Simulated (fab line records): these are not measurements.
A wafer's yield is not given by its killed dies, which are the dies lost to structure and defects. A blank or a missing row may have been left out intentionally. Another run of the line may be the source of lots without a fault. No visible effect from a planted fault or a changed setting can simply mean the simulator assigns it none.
Matching of chambers -- flow n5Finfet -- 4 sister chambers for N5_DUMMY_GATE_ETCH_23 on rieSi-05
The step etches poly-Si in HBr/Cl2/O2, target depth 41 nm, time 22.3 s. 18 wafers are shown with their chamber, then 9 later ones without.

## WAFERS PAIRED WITH THEIR CHAMBERS
wafer,chamber,throttleValvePct (%),drypumpMotorCurrentA (A),oesProductAu (a.u.)
L077.2,0,36.8,6.1,1.030
L077.5,0,36.8,6.1,1.025
L077.6,3,37.3,6.2,0.997
L080.2,1,36.6,6.4,0.965
L080.3,3,37.3,6.2,0.989
L080.4,2,36.7,5.7,1.016
L081.2,3,37.4,6.2,0.998
L081.4,1,36.6,6.5,0.975
L081.5,3,37.3,6.2,0.988
L084.2,1,36.6,6.4,0.979
L084.5,1,36.6,6.4,0.985
L084.6,2,36.7,5.7,1.022
L085.1,2,36.7,5.7,1.008
L085.4,3,37.3,6.2,0.997
L085.5,2,36.7,5.7,1.014
L087.1,3,37.3,6.1,0.996
L087.3,1,36.6,6.5,0.972
L087.5,1,36.6,6.5,0.975

SIGNATURES (means of the wafers above)
reading,chamber 0,chamber 1,chamber 2,chamber 3,scatter within a chamber
throttleValvePct,36.800,36.600,36.700,37.317,0.0244
drypumpMotorCurrentA,6.100,6.450,5.700,6.183,0.0408
oesProductAu,1.02750,0.97517,1.01500,0.99417,0.00558
Rule: a wafer's distance from a chamber is the root of the sum, over the readings, of the square of ((its reading less the chamber's mean) divided by the reading's scatter). The wafer belongs to the nearest chamber; if the next one is less than 2 further off, it can't be placed. How the scatter is found: for the shown wafers, subtract from each reading the mean of its chamber, square and add these, divide the total by (wafers less chambers), then take the root.

## WAFERS MISSING THEIR CHAMBER
wafer,throttleValvePct (%),drypumpMotorCurrentA (A),oesProductAu (a.u.)
L088.1,36.6,6.4,0.981
L088.2,37.3,6.1,1.004
L088.4,36.8,6.1,1.015
L094.2,36.6,6.5,0.976
L094.3,36.8,6.1,1.014
L094.4,37.3,6.2,0.993
L095.1,37.3,6.2,0.998
L095.4,36.8,6.1,1.013
L095.5,36.8,6.1,1.010

## THE CHAMBER EACH PASSED THROUGH
wafer,from the rows above,in truth
L088.1,1,1
L088.2,3,3
L088.4,0,0
L094.2,1,1
L094.3,0,0
L094.4,3,3
L095.1,3,3
L095.4,0,0
L095.5,0,0
Correctly placed: 9 of 9. From these rows, 0 cannot be placed. Wrongly placed: 0.
